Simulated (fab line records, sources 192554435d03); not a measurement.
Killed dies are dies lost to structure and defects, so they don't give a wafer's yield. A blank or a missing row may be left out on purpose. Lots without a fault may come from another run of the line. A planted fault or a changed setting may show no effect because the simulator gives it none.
Chamber matching | flow n5_finfet | N5_BEOL_M9_ALD_74 on ald_metal-02: 4 sister chambers
The step deposits TaN, target thk 2 nm, pulse time 2 s, purge time 3 s. 4 wafers are shown with their chamber, then 7 later ones without.

WAFERS WITH THEIR CHAMBER
wafer  | chamber | heater_power_w (W)
L078.6 | 0       | 418
L087.5 | 1       | 416
L091.1 | 3       | 414
L091.3 | 2       | 468

WAFERS WITHOUT THEIR CHAMBER
wafer  | heater_power_w (W)
L091.5 | 424
L092.1 | 420
L092.2 | 436
L092.6 | 418
L095.1 | 435
L095.2 | 484
L095.4 | 416

WHICH CHAMBER EACH WENT THROUGH
wafer  | from the rows above               | in truth
L091.5 | can't be placed: 0 or 1 or 3      | 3
L092.1 | can't be placed: 0 or 1 or 3      | 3
L092.2 | can't be placed: 0 or 1 or 3 or 2 | 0
L092.6 | can't be placed: 0 or 1 or 3      | 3
L095.1 | can't be placed: 0 or 1 or 3 or 2 | 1
L095.2 | 2                                 | 2
L095.4 | can't be placed: 1 or 0 or 3      | 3
Placed correctly: 1 of 7. Can't be placed from these rows: 6 (the true chamber is among the candidates in 6). Placed wrongly: 0.
How it was worked out, from the rows above alone: a wafer's distance from a chamber is the root of the sum, over the readings, of the square of ((its reading less the chamber's mean) divided by the reading's scatter). The wafer belongs to the nearest chamber; if the next one is less than 2 further off, it can't be placed. A chamber's mean is the mean of its shown wafers. The scatter: with one shown wafer a chamber, the root of the mean of the squares of how far each hidden wafer lies from its nearest shown one.
